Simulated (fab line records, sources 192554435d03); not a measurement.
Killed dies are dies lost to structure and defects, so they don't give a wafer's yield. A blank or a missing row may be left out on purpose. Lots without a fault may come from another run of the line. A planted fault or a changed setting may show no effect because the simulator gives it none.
Which tool did it? | flow n5_finfet | 12 lots, 36 wafers sampled, at 1 step of a route of 1938

WHAT THE GAUGES READ, wafer by wafer
N5_BEOL_M14_OVL_MEAS_11.
lot  | measured     | on         | V13_OVL (nm)
L074 | day 14 04:34 | overlay-01 | -2 4 4
L078 | day 14 08:25 | overlay-01 | -6 -3 0
L079 | day 15 03:03 | overlay-02 | 2 -9 -1
L084 | day 16 06:53 | overlay-02 | 10 -4 3
L080 | day 16 18:18 | overlay-02 | 1 -5 6
L087 | day 17 03:52 | overlay-02 | 5 9 3
L088 | day 17 18:43 | overlay-02 | 5 7 1
L090 | day 18 09:56 | overlay-02 | 0 -6 -5
L093 | day 18 12:58 | overlay-02 | -4 -6 -9
L086 | day 18 21:37 | overlay-01 | -1 -15 -5
L092 | day 19 15:17 | overlay-01 | 1 0 10
L096 | day 19 22:20 | overlay-01 | -1 -6 2

WHICH TOOL RAN EACH LOT (tool, then ch and the chambers of the sampled wafers, then the start)
The record holds no process step before these readings.

THE ANSWER, worked out from the rows above alone
Rule: what is usual is taken from the lots themselves. Put in order of their means at a reading, lots are off if they are a third of the lots or fewer, leave a main group of 4 or more, and stand apart from it by a gap of 3 or more times the standard deviation of the main group's means; of several such gaps the widest counts. A main group whose means are all the same, to the digits that the tables above print for the reading, isn't used. A lot without any number at a reading at which 4 lots or more have one is off too. The other lots that the step has rows for count as sound.
No lot is off at any reading shown: from this, nothing can be told.

WHAT THE SIMULATOR HAD PUT IN
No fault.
